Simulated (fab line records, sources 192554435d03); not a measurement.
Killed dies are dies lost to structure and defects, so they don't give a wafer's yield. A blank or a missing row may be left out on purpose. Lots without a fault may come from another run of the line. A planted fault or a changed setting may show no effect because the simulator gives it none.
A struck lot beside a sound one | flow n5_finfet | 28 steps out of a route of 1938
Sound: wafers L324.1, L324.4, L324.6. Struck: wafer L327.4. (L327.2, L327.5 of the same lot were not struck and are left out.) The cause comes at the end.
At each step with rows: each side's tool, then ch and its chambers, then its first start. Under that, the readings that differ: sound wafers | struck wafers | difference of the means | sigmas: that difference in standard deviations of wafers without a fault.
alike: readings whose means differ by less than 2 such deviations, and words and numbers that are the same on both sides. not compared: withheld readings, readings that some wafer has no value for, bounds like >300 that may hide the same value, and numbers for which the record gives no deviation and whose values overlap.
The two part at a step that has a row with sigmas, a row that says differs or no value, or rows on one side only. Numbers that don't overlap but have no deviation are shown without sigmas and don't part them. A reading that every wafer of one side lacks parts them only if that side has two wafers or more.

first, 3 steps without rows for these wafers: N5_BEOL_M6_EXPOSE_08 (exposes mask M6); N5_BEOL_M6_PEB_09 (peb time 60 s); N5_BEOL_M6_DEVELOP_10 (develop time 30 s).
N5_BEOL_M6_CD_MEAS_11: target cd 38.5 nm.
  sound on cd_sem-01 ch 0, day 10 06:23; struck on cd_sem-02 ch 0, day 10 10:17
  alike: cd_nm
N5_BEOL_M6_OVL_MEAS_12:
  sound on overlay-02 ch 0, day 10 06:25; struck on overlay-01 ch 0, day 10 10:19
  reading     | sound        | struck | difference | sigmas
  M6_OVL (nm) | -0.5 0.4 0.6 | -1.5   | -1.7       | -2
N5_BEOL_M6_INSPECT_13: inspects for defects (brightfield).
  sound on defect_inspect-02, day 10 06:27; struck on defect_inspect-02, day 10 10:20
  alike: raw_defect_count
N5_BEOL_M6_DESCUM_16: chemistry O2, time 7.9 s.
  sound on rie_diel-05 ch 0,3, day 10 06:29; struck on rie_diel-03 ch 3, day 10 11:07
  alike: drypump_motor_current_A, oes_product_au, rf_vpp_V, showerhead_plenum_p_Torr, temp_c, throttle_valve_pct
  not compared: rf_hours_counter_h
N5_BEOL_M6_ETCH_61: etches SiARC in CF4, target depth 45.5 nm, time 75.8 s.
  sound on rie_diel-05 ch 0,3, day 10 06:31; struck on rie_diel-03 ch 3, day 10 11:10
  alike: drypump_motor_current_A, etch_rf_on_time_s, oes_product_au, rf_vpp_V, showerhead_plenum_p_Torr, throttle_valve_pct
  not compared: rf_hours_counter_h
N5_BEOL_M6_ETCH_62: etches SOC in N2/H2, target depth 110 nm, overetch 22 nm, time 165 s.
  sound on rie_diel-05 ch 0,3, day 10 06:34; struck on rie_diel-03 ch 3, day 10 11:13
  alike: drypump_motor_current_A, oes_product_au, rf_vpp_V, showerhead_plenum_p_Torr, temp_c, throttle_valve_pct
  not compared: rf_hours_counter_h
then, 2 steps without rows for these wafers: N5_BEOL_M6_STRIP_68 (strips in N2/H2); N5_BEOL_M6_STRIP_67 (strips in CF4).
N5_BEOL_M6_HM_OPEN_17: chemistry Cl2/BCl3, target TiN, target depth 20 nm, overetch 6 nm.
  sound on rie_metal-02 ch 0,1, day 10 06:46; struck on rie_metal-03 ch 1, day 10 11:24
  alike: drypump_motor_current_A, oes_product_au, throttle_valve_pct
  not compared: rf_hours_counter_h
N5_BEOL_M6_STRIP_19: strips in O2.
  sound on rie_diel-05 ch 0,1,2, day 10 06:52; struck on rie_diel-05 ch 1, day 10 11:32
  alike: drypump_motor_current_A, oes_product_au, rf_vpp_V, showerhead_plenum_p_Torr, temp_c, throttle_valve_pct
  not compared: rf_hours_counter_h
N5_BEOL_M6_CD_MEAS_18: pitch 80 nm, target cd 40 nm.
  sound on cd_sem-03, day 10 06:56; struck on cd_sem-03, day 10 11:37
  alike: cd_nm
then, 9 steps without rows for these wafers: N5_BEOL_M6_COAT_63 (time 60 s, resist thk 60 nm); N5_BEOL_M6_COAT_64 (time 60 s, resist thk 12 nm); N5_BEOL_M6_COAT_71 (time 60 s, resist thk 5 nm); N5_BEOL_M6_COAT_22 (resist thk 30 nm); N5_BEOL_M6_EBR_24; N5_BEOL_M6_SOFTBAKE_23 (time 60 s); N5_BEOL_M6_EXPOSE_25 (exposes mask V5, target cd 40 nm); N5_BEOL_M6_PEB_26 (peb time 60 s); N5_BEOL_M6_DEVELOP_27 (develop time 30 s).
N5_BEOL_M6_CD_MEAS_28: target cd 40 nm.
  sound on cd_sem-03 ch 0, day 10 09:16; struck on cd_sem-03 ch 0, day 10 13:47
  alike: cd_nm
N5_BEOL_M6_OVL_MEAS_29:
  sound on overlay-01 ch 0, day 10 09:19; struck on overlay-01 ch 0, day 10 13:49
  alike: V5_OVL
N5_BEOL_M6_INSPECT_30: inspects for defects (brightfield).
  sound on defect_inspect-02, day 10 09:22; struck on defect_inspect-01, day 10 13:53
  reading          | sound       | struck | difference | sigmas
  raw_defect_count | 441 425 494 | 1408   | +955       | +10
N5_BEOL_M6_DESCUM_33: chemistry O2, time 7 s.
  sound on rie_diel-03 ch 0,1, day 10 10:07; struck on rie_diel-04 ch 0, day 10 14:22
  alike: drypump_motor_current_A, oes_product_au, rf_vpp_V, showerhead_plenum_p_Torr, temp_c, throttle_valve_pct
  not compared: rf_hours_counter_h
-- the record jumps here: 4 days lie between the struck wafers' starts before and after (it left off in module BEOL_M6 and takes up again in module PASSIVATION, whose first step shown is number 1936 of the route) --
N5_PASSIVATION_PROBE_49:
  the record has rows for the struck wafers here (prober-01, day 14 09:05) and none for the sound ones

WHERE THEY PART
First at N5_BEOL_M6_OVL_MEAS_12; last, within this record, at N5_PASSIVATION_PROBE_49.

WHY: what the simulator had put in
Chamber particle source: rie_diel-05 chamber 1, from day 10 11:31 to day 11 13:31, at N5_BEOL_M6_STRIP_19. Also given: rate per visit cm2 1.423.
